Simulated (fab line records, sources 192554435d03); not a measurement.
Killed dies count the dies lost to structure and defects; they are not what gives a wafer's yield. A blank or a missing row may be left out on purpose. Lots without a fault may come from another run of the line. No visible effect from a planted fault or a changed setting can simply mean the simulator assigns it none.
Chamber matching | flow n5Finfet | N5_SPACER0_ALD_00 on aldSin-02 has 4 sister chambers
The step deposits SiOCN, target thk 3.5 nm, pulse time 3 s, purge time 2 s. 8 wafers are shown with their chamber, then 10 later ones without.

== WAFERS PAIRED WITH THEIR CHAMBERS ==
wafer  | chamber | heaterPowerW (W) | precursorPulseHeightRel
L085.6 | 1       | 779              | 0.994
L086.2 | 0       | 865              | 0.982
L086.5 | 2       | 790              | 1.035
L087.2 | 3       | 813              | 0.990
L087.3 | 1       | 785              | 0.973
L087.4 | 0       | 846              | 1.004
L089.1 | 3       | 813              | 0.985
L089.4 | 2       | 778              | 0.996

== WAFERS WHOSE CHAMBER IS MISSING ==
wafer  | heaterPowerW (W) | precursorPulseHeightRel
L089.6 | 810              | 1.025
L090.1 | 808              | 1.006
L090.3 | 819              | 1.021
L090.6 | 820              | 1.003
L091.1 | 825              | 0.999
L091.3 | 789              | 0.997
L091.4 | 805              | 1.031
L093.1 | 824              | 0.975
L093.3 | 802              | 0.998
L093.4 | 848              | 1.020

== EACH ONE'S CHAMBER ==
wafer  | from the rows above          | in truth
L089.6 | can't be placed: 3 or 2 or 1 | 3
L090.1 | can't be placed: 3 or 2      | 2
L090.3 | 3                            | 3
L090.6 | 3                            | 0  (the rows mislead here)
L091.1 | 3                            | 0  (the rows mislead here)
L091.3 | can't be placed: 1 or 2 or 3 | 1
L091.4 | can't be placed: 3 or 2 or 1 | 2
L093.1 | 3                            | 3
L093.3 | can't be placed: 3 or 2 or 1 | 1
L093.4 | 0                            | 0
3 of 10 placed correctly. From these rows, 5 cannot be placed; in 5 the true chamber is one of the candidates. Placed wrongly: 2.
How it was worked out, from the rows above alone: a wafer's distance from a chamber is the root of the sum, over the readings, of the square of ((its reading less the chamber's mean) divided by the reading's scatter). If the next closest chamber is less than 2 further off than the closest, the wafer can't be placed; otherwise it belongs to the closest. The mean given for a chamber averages the wafers shown for that chamber. How the scatter is found: for the shown wafers, subtract from each reading the mean of its chamber, square and add these, divide the total by (wafers less chambers), then take the root.
